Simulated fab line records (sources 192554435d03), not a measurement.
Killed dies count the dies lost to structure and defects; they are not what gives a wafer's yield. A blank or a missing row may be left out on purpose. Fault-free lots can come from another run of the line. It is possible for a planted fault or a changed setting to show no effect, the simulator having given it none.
A single fault, viewed from 2 desks | flow n5_finfet | what lay behind the numbers comes last; until then each desk has only its own

== TOOL OWNER'S DESK, ald_sin-04 ==
The tool's own readings at N5_MOL_CONTACT_COAG_ALD_27 (deposits SiOC, target thk 17 nm, pulse time 1.5 s, time 2720 s): means of the sampled wafers that have a number, for each lot that ran on this tool. Marked OUT: a lot whose mean sits more than 4 standard deviations from the usual mean, which makes it out of limits; the brackets give that distance.
Columns: A = heater_power_w at N5_MOL_CONTACT_COAG_ALD_27, usual 875 W; B = precursor_pulse_height_rel at N5_MOL_CONTACT_COAG_ALD_27, usual 1.000; C = run_length_s at N5_MOL_CONTACT_COAG_ALD_27, usual 2769.8 s; D = susceptor_temp_C at N5_MOL_CONTACT_COAG_ALD_27, usual 399.97 C
lot  | first seen here | A   | B     | C                | D
L326 | day 6 14:31     | 906 | 1.000 | 2823.2 (+82) OUT | 400.12
L327 | day 6 20:52     | 934 | 1.009 | 2769.0           | 400.37
L337 | day 9 07:46     | 894 | 1.003 | 2769.8           | 400.05
L338 | day 9 12:56     | 891 | 0.990 | 2769.9           | 400.08
L342 | day 10 18:17    | 852 | 0.998 | 2770.0           | 399.84
L343 | day 11 03:19    | 887 | 0.997 | 2769.7           | 400.04
This desk's verdict: out of limits on L326, starting with L326 at day 6 14:31 (run_length_s at N5_MOL_CONTACT_COAG_ALD_27). Within limits: L327, L337, L338, L342, L343.

== FROM THE METROLOGY DESK ==
Means of the sampled wafers that have a number, per lot and without regard to the tool the lot ran on: this is what the gauges read. Marked OUT: a lot whose mean sits more than 4 standard deviations from the usual mean, which makes it out of limits; the brackets give that distance. Of its 10 readings 7 are shown: those that lie furthest out on some lot.
Columns: A = DIBL_N at N5_BEOL_M4_RC_MEAS_101, usual 35.7 mV/V; B = DIBL_P at N5_BEOL_M4_RC_MEAS_101, usual 35.4 mV/V; C = IOFF_P at N5_BEOL_M4_RC_MEAS_101, usual 0.20 nA/um; D = ION_N at N5_BEOL_M4_RC_MEAS_101, usual 672 uA/um; E = ION_P at N5_BEOL_M4_RC_MEAS_101, usual 461 uA/um; F = SS_P at N5_BEOL_M4_RC_MEAS_101, usual 73.1 mV/dec; G = VT_P at N5_BEOL_M4_RC_MEAS_101, usual -251 mV
lot  | first seen here | A    | B    | C    | D   | E   | F    | G
L326 | day 9 08:35     | 35.5 | 36.6 | 0.23 | 679 | 467 | 72.6 | -247
L327 | day 9 17:50     | 36.0 | 36.9 | 0.21 | 676 | 465 | 73.2 | -251
L335 | day 11 16:05    | 36.3 | 35.6 | 0.19 | 670 | 454 | 73.2 | -254
L337 | day 12 15:07    | 34.5 | 33.3 | 0.19 | 672 | 465 | 73.3 | -250
L338 | day 12 16:40    | 38.3 | 38.1 | 0.27 | 684 | 475 | 74.4 | -245
L340 | day 12 17:35    | 34.3 | 34.9 | 0.16 | 656 | 449 | 72.7 | -257
L341 | day 12 22:13    | 36.2 | 36.1 | 0.19 | 682 | 466 | 73.3 | -251
L342 | day 13 20:10    | 35.3 | 35.5 | 0.18 | 668 | 459 | 72.7 | -251
L343 | day 14 06:29    | 34.7 | 33.5 | 0.19 | 665 | 461 | 72.8 | -251
Finding of this desk: none of the 9 lots has anything out of limits.

== TAKEN TOGETHER ==
At day 6 14:31, on L326, the tool owner's desk was in a position to raise an alarm.
From the metrology desk's view, nothing was out of limits.
The metrology desk holds a record of L326, inside its limits.
All the named lots went through N5_MOL_CONTACT_COAG_ALD_27 on ald_sin-04.

== WHAT THE SIMULATOR HAD PUT IN ==
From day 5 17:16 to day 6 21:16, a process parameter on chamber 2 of ald_sin-04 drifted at N5_MOL_CONTACT_COAG_ALD_27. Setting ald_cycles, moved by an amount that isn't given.
Struck lots among those shown: L326.
Time in hours from fault onset to the first out-of-limits reading at each desk: the tool owner's desk, 21.
